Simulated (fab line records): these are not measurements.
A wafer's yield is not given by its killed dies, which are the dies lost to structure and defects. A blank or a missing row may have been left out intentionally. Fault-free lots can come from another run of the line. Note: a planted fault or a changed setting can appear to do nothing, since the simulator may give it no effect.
What tool caused it?	flow n5-finfet	Sampling: 12 lots, 32 wafers, 5 of 1938 route steps

== WHAT THE GAUGES SHOWED, per wafer ==
N5_BEOL_M4_INSPECT_59: inspects for defects (darkfield). Usual: raw-defect-count 70, standard deviation 22.
lot	measured	on	raw-defect-count	flag
L601	day 8 20:41	defect-inspect-02	27 27 49	
L602	day 8 23:47	defect-inspect-01	62 71 59	
L605	day 9 02:44	defect-inspect-02	75 54 69	
L606	day 9 23:23	defect-inspect-01	64 64 83	
L609	day 10 02:37	defect-inspect-02	51 62 58	
L612	day 11 02:27	defect-inspect-02	58 59 67	
L615	day 11 13:28	defect-inspect-02	52 60 61	
L616	day 12 05:38	defect-inspect-02	65 71	
L614	day 12 05:50	defect-inspect-01	63 57	
L621	day 12 20:11	defect-inspect-01	78 52	
L623	day 15 04:28	defect-inspect-02	101 79	
L624	day 14 08:16	defect-inspect-02	63 42 81	

N5_BEOL_M5_THK_MEAS_01. Usual: M5_ILD_THK gives 121.0 nm (standard deviation 1.9).
lot	measured	on	M5_ILD_THK (nm)	flag
L601	day 8 22:44	film-metro-02	120.1 124.0 122.0	
L602	day 9 01:21	film-metro-02	120.7 122.8 123.2	
L605	day 9 04:18	film-metro-02	122.4 121.4 124.3	
L606	day 10 01:26	film-metro-02	120.1 122.9 122.0	
L609	day 10 04:40	film-metro-02	121.5 125.0 122.2	
L612	day 11 04:05	film-metro-02	119.1 122.8 123.6	
L615	day 11 15:02	film-metro-02	118.4 117.6 122.9	
L616	day 12 07:13	film-metro-02	119.2 87.9	OFF
L614	day 12 07:25	film-metro-02	90.6 93.3	OFF
L621	day 12 22:07	film-metro-01	118.4 90.3	OFF
L623	day 15 06:02	film-metro-02	119.8 121.7	
L624	day 14 09:50	film-metro-02	117.9 120.6 120.9	

== TOOL THAT RAN EACH LOT (tool first, then ch and the chambers of the sampled wafers, then the start) ==
lot	N5_BEOL_M4_ANNEAL_93	N5_BEOL_M4_CO_CAP_55	N5_BEOL_M5_ILD_DEP_00
L601	pvd-sputter-02, day 8 19:14	cvd-co-02 ch 0,1,2, day 8 20:29	pecvd-03 ch 0,2, day 8 21:41
L602	pvd-sputter-03, day 8 22:21	cvd-co-02 ch 0,1,2, day 8 23:34	pecvd-02 ch 0,2, day 9 00:47
L605	pvd-sputter-02, day 9 01:19	cvd-co-01 ch 0,1, day 9 02:32	pecvd-02 ch 0,1,2, day 9 03:44
L606	pvd-sputter-03, day 9 21:50	cvd-co-01 ch 0,2, day 9 23:11	pecvd-02 ch 1,2, day 10 00:23
L609	pvd-sputter-02, day 10 01:10	cvd-co-02 ch 1,2, day 10 02:23	pecvd-03 ch 0,2, day 10 03:37
L612	pvd-sputter-03, day 11 01:01	cvd-co-01 ch 1,2, day 11 02:14	pecvd-04 ch 0,2, day 11 03:26
L615	pvd-sputter-01, day 11 12:02	cvd-co-01 ch 0,2, day 11 13:16	pecvd-04 ch 0,1,2, day 11 14:28
L616	pvd-sputter-02, day 12 03:53	cvd-co-01 ch 0,1, day 12 05:26	pecvd-04 ch 0,1, day 12 06:38
L614	pvd-sputter-03, day 12 04:07	cvd-co-01 ch 0, day 12 05:38	pecvd-04 ch 0,2, day 12 06:50
L621	pvd-sputter-03, day 12 18:37	cvd-co-02 ch 1, day 12 19:59	pecvd-04 ch 0,1, day 12 21:11
L623	pvd-sputter-03, day 13 10:55	cvd-co-02 ch 0, day 15 04:16	pecvd-03 ch 0,2, day 15 05:29
L624	pvd-sputter-02, day 14 06:50	cvd-co-01 ch 0,2, day 14 08:04	pecvd-03 ch 0,2, day 14 09:16
- N5_BEOL_M4_ANNEAL_93: time 240 s.
- N5_BEOL_M4_CO_CAP_55: material Co, precursor CCTBA/H2, target thk 2 nm, time 102.1 s.
- N5_BEOL_M5_ILD_DEP_00: deposits SiCOH lowk from DEMS/porogen, target thk 140.64 nm, time 25.9 s.

== WHAT THE TOOLS THEMSELVES READ (means of the sampled wafers that have a number; where no wafer has one, the mark that the record gives instead) ==
N5_BEOL_M4_ANNEAL_93. Usual: heater-power-w 843 W, standard deviation 100.
lot	tool	heater-power-w (W)	flag
L601	pvd-sputter-02	859	
L602	pvd-sputter-03	829	
L605	pvd-sputter-02	891	
L606	pvd-sputter-03	774	
L609	pvd-sputter-02	848	
L612	pvd-sputter-03	786	
L615	pvd-sputter-01	942	
L616	pvd-sputter-02	900	
L614	pvd-sputter-03	824	
L621	pvd-sputter-03	842	
L623	pvd-sputter-03	848	
L624	pvd-sputter-02	864	

N5_BEOL_M4_CO_CAP_55. Usual: heater-power-w 253 W, standard deviation 12.
lot	tool	heater-power-w (W)	flag
L601	cvd-co-02	249	
L602	cvd-co-02	248	
L605	cvd-co-01	265	
L606	cvd-co-01	257	
L609	cvd-co-02	251	
L612	cvd-co-01	247	
L615	cvd-co-01	256	
L616	cvd-co-01	256	
L614	cvd-co-01	276	
L621	cvd-co-02	252	
L623	cvd-co-02	244	
L624	cvd-co-01	263	

N5_BEOL_M5_ILD_DEP_00. Usual: heater-power-w 331 W, standard deviation 60; showerhead-plenum-p-Torr 5.749 Torr, standard deviation 0.012; throttle-valve-pct 13.6 %, standard deviation 0.88.
lot	tool	heater-power-w (W)	showerhead-plenum-p-Torr (Torr)	throttle-valve-pct (%)	flag
L601	pecvd-03	310	5.756	12.6	
L602	pecvd-02	293	5.757	13.1	
L605	pecvd-02	294	5.744	13.3	
L606	pecvd-02	311	5.752	13.1	
L609	pecvd-03	388	5.745	13.0	
L612	pecvd-04	290	5.748	14.0	
L615	pecvd-04	317	5.754	14.4	
L616	pecvd-04	292	5.751	14.9	
L614	pecvd-04	330	5.756	14.0	
L621	pecvd-04	308	5.744	14.9	
L623	pecvd-03	370	5.747	12.8	
L624	pecvd-03	374	5.748	13.0	

== THE ANSWER, worked out from the rows above alone ==
Rule: take the mean of a lot's wafers that have a number; if it is more than 3 standard deviations from the usual mean, the lot is off. Also off: a lot with no number at a reading for which 4 or more lots have one. Where the step has rows for the other lots, those lots are counted as sound. First the gauges in route order, then the tools' own readings, where a lot's mean is used as printed above. At the first step where some lot is off, the reading lying furthest off is the one used; lots without a number count as furthest.
Off: L616, L614, L621, at N5_BEOL_M5_THK_MEAS_01 (M5_ILD_THK).
A tool fits if, at a process step before that reading, it ran every lot that is off, and no sound lot after the first of them. Gauges at N5_BEOL_M5_THK_MEAS_01: tried the same way as those tools. One fits: pecvd-04 at N5_BEOL_M5_ILD_DEP_00. A fault onset in the window from L615 (day 11 14:28, its last sound lot) to L616 (day 12 06:38, its first lot off) fits.

== WHAT THE SIMULATOR PUT IN ==
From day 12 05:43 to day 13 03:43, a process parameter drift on pecvd-04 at N5_BEOL_M5_ILD_DEP_00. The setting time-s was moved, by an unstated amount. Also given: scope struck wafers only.
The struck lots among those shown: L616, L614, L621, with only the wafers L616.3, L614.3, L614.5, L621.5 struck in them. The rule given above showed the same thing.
